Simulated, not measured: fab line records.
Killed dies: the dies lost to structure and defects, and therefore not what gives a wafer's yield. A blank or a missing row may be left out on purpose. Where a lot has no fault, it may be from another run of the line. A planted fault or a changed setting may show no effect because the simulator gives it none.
One fault seen from 3 desks || flow n5Finfet || only its own numbers are on each desk; what lay behind them is given at the end

## DESK OF THE TOOL OWNER: rieDiel-03
The tool's own readings at N5_BEOL_M8_ETCH_66 (etches SOC in N2/H2, target depth 80 nm, overetch 16 nm, time 120 s): means of the sampled wafers that have a number, for each lot that ran on this tool. If a lot's mean is further than 4 standard deviations from the usual mean, the lot is out of limits and carries the mark OUT (the distance appears in the brackets). Shown are 7 of the 8 readings it has, namely the first that went out of limits plus those furthest out on some lot.
Columns: A = biasW at N5_BEOL_M8_ETCH_66, usual 150.1 W; B = drypumpMotorCurrentA at N5_BEOL_M8_ETCH_66, usual 5.9 A; C = h2FlowSccm at N5_BEOL_M8_ETCH_66, usual 200.1 sccm; D = rfFwdPowerW at N5_BEOL_M8_ETCH_66, usual 836 W; E = rfVppV at N5_BEOL_M8_ETCH_66, usual 523.9 V; F = showerheadPlenumPTorr at N5_BEOL_M8_ETCH_66, usual 2.54 Torr; G = throttleValvePct at N5_BEOL_M8_ETCH_66, usual 17.82 %
{"lot": "L390", "first seen here": "day 10 11:53", "A": 150.6, "B": 5.7, "C": 200.2, "D": 832, "E": 524.0, "F": 2.55, "G": 17.97}
{"lot": "L400", "first seen here": "day 12 20:27", "A": 150.4, "B": 5.9, "C": 199.7, "D": "902 (+21) OUT", "E": "510.6 (-6.3) OUT", "F": 2.49, "G": 17.75}
Finding of this desk: L400 out of limits; the first was L400 at day 12 20:27, on rfFwdPowerW at N5_BEOL_M8_ETCH_66. L390 stayed within limits.

## THE DEFECT DESK
Counts from the inspections along the route, per lot, as means over the sampled wafers that have a number. If a lot's mean is further than 4 standard deviations from the usual mean, the lot is out of limits and carries the mark OUT (the distance appears in the brackets).
Columns: A = rawDefectCount at N5_BEOL_M8_INSPECT_30, usual 444
{"lot": "L390", "first seen here": "day 10 11:31", "A": 401}
{"lot": "L393", "first seen here": "day 11 08:29", "A": 424}
{"lot": "L400", "first seen here": "day 12 20:20", "A": 366}
{"lot": "L402", "first seen here": "day 12 23:36", "A": 484}
{"lot": "L407", "first seen here": "day 14 03:50", "A": 435}
Finding of this desk: none of the 5 lots has anything out of limits.

## AT THE METROLOGY DESK
Lot by lot, what the gauges showed, no matter which tool ran the lot: averages of those sampled wafers that carry a number. If a lot's mean is further than 4 standard deviations from the usual mean, the lot is out of limits and carries the mark OUT (the distance appears in the brackets).
Columns: A = cdNm at N5_BEOL_M8_CD_MEAS_28, usual 39.86 nm; B = V7_OVL at N5_BEOL_M8_OVL_MEAS_29, usual 0.0 nm
{"lot": "L390", "first seen here": "day 10 11:26", "A": 39.78, "B": 0.3}
{"lot": "L393", "first seen here": "day 11 08:22", "A": 39.76, "B": -0.2}
{"lot": "L400", "first seen here": "day 12 20:14", "A": 39.83, "B": -0.5}
{"lot": "L402", "first seen here": "day 12 23:31", "A": 39.82, "B": -0.2}
{"lot": "L407", "first seen here": "day 14 03:44", "A": 39.86, "B": -0.2}
Finding of this desk: none of the 5 lots has anything out of limits.

## BROUGHT TOGETHER
On L400, at day 12 20:27, an alarm was possible from the tool owner's desk.
The defect desk saw nothing out of limits.
At the metrology desk, nothing out of limits was observed.
The defect desk has L400 on record, within its limits.
The metrology desk has L400 on record, within its limits.
N5_BEOL_M8_ETCH_66 was run on rieDiel-03 by each of the lots named.

## WHAT THE SIMULATOR HAD PUT IN
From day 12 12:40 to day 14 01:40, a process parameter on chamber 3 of rieDiel-03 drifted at N5_BEOL_M8_ETCH_66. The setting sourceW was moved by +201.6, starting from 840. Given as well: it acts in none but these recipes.
Lots struck among those shown: L400.
Time in hours from fault onset to the first out-of-limits reading at each desk: the tool owner's desk, 8.
